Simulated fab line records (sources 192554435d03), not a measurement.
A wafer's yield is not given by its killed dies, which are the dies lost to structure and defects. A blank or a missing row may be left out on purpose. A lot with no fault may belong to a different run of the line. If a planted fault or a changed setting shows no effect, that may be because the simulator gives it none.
Split-lot experiment ; flow n5_finfet ; 7 lots, 21 wafers read, on a route of 1938 steps

SPLIT DETAILS
At N5_STI_FIN_REVEAL_ETCHBACK_08 (etches SiO2 in C4F6/O2, target depth 30.5 nm, time 10.167 s), the setting time_s was moved away from the recipe's 10.167 s on 7 of the 21 wafers read, by -14.8% to +18.8%. All remaining wafers had this setting at the recipe value.

FROM THE SPLIT TO THE READING: what the file shows between them, 4 steps
- N5_STI_FIN_REVEAL_OXIDATION_31: chemistry O2 PLASMA REMOTE, time 20 s (also split here: time_s)
- N5_STI_FIN_REVEAL_PRECLEAN_32: cleans in NF3:NH3, afs cycles 1, time 20 s, sublimation time 60 s
- N5_STI_FIN_REVEAL_STRIP_35: strips Si3N4 in H3PO4, target depth 4 nm, time 39 s
- N5_STI_FIN_REVEAL_SRD_23: time 30 s

THE READING
trench_depth_nm, in nm, at N5_STI_FIN_REVEAL_FIN_H_MEAS_10. A value of 51.9 nm with a standard deviation of 0.96 nm is what fault-free wafers of this fab line usually give.

wafer;tool, chamber at the split;time_s as run, s;against the recipe;trench_depth_nm, nm;against lot-mates on the recipe
L074.3;rie_diel-05, 0;10.167;recipe;51.9;-
L074.5;rie_diel-05, 1;12.08;+18.8%;57.1;+5.2
L074.6;rie_diel-05, 0;10.167;recipe;51.9;-
L077.1;rie_diel-03, 3,2,1;10.167;recipe;52.6;-
L077.2;rie_diel-03, 3,2,1;10.167;recipe;53.3;-
L077.3;rie_diel-03, 3,2,1;10.167;recipe;52.5;-
L078.1;rie_diel-05, 3;10.167;recipe;50.9;-
L078.4;rie_diel-05, 2,3;11.7;+15.1%;55.0;+4.1
L078.5;rie_diel-05, 2,3;11.7;+15.1%;55.6;+4.7
L082.1;rie_diel-04, 0;10.167;recipe;53.8;-
L082.2;rie_diel-04, 3,1;9.535;-6.2%;49.8;-4.0
L082.6;rie_diel-04, 3,1;9.535;-6.2%;50.9;-2.9
L084.2;rie_diel-03, 2,1,2;10.167;recipe;52.2;-
L084.4;rie_diel-03, 2,1,2;10.167;recipe;51.6;-
L084.5;rie_diel-03, 2,1,2;10.167;recipe;51.8;-
L093.1;rie_diel-03, 1,2;10.167;recipe;52.2;-
L093.4;rie_diel-03, 2;11.01;+8.3%;54.3;+2.6
L093.6;rie_diel-03, 1,2;10.167;recipe;51.2;-
L094.2;rie_diel-04, 1,0;10.167;recipe;53.2;-
L094.4;rie_diel-04, 2;8.66;-14.8%;48.5;-4.4
L094.5;rie_diel-04, 1,0;10.167;recipe;52.6;-
When a row names more than one chamber, that row covers several wafers, and the file does not tell which wafer ran in which chamber.

THE FIT
A straight line over all 21 wafers: trench_depth_nm changes by +0.24 nm for each +1% of time_s; r = +0.93; the points scatter about the line by 0.74 nm.
The same after taking each lot's own level away (the mean of its wafers on the recipe; 21 wafers): +0.312 nm for each +1%; r = +0.97; scatter 0.58 nm.
According to that fit, moving time_s by its largest amount changes the reading by 5.9 nm.
The lots' own levels span 50.90 to 53.80 nm, that is 3.0 times the standard deviation above.
Hence the slope depends on the lot-to-lot level, as the two fits are not the same.
Check: with one of the wafers moved furthest among these (+18.8%) left out of the fit, the line predicts +5.89 nm for it against its lot-mates. It came out at +5.2 nm against them.

THE OTHER SPLITS THESE WAFERS WENT THROUGH
Other splits were also applied to these wafers ahead of the reading. Each is held against what the fit with the lots' levels taken away leaves over:
other split on the same wafers;wafers away from the commonest value;r with trench_depth_nm (lot level and that fit taken away)
N5_WELL_APT_PEB_06 peb_time_s;8;-0.36
N5_WELL_APT_DESCUM_13 time_s;5;+0.10
N5_WELL_APT_PEB_23 peb_temp_c;9;-0.23
N5_FIN_SAQP_COAT_68 spin_rpm;5;-0.31
N5_STI_FIN_REVEAL_OXIDATION_31 time_s;2;+0.06

FILE'S OWN FIT
trench_depth_nm changes by +0.302 nm for each +1% of time_s, r = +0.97.
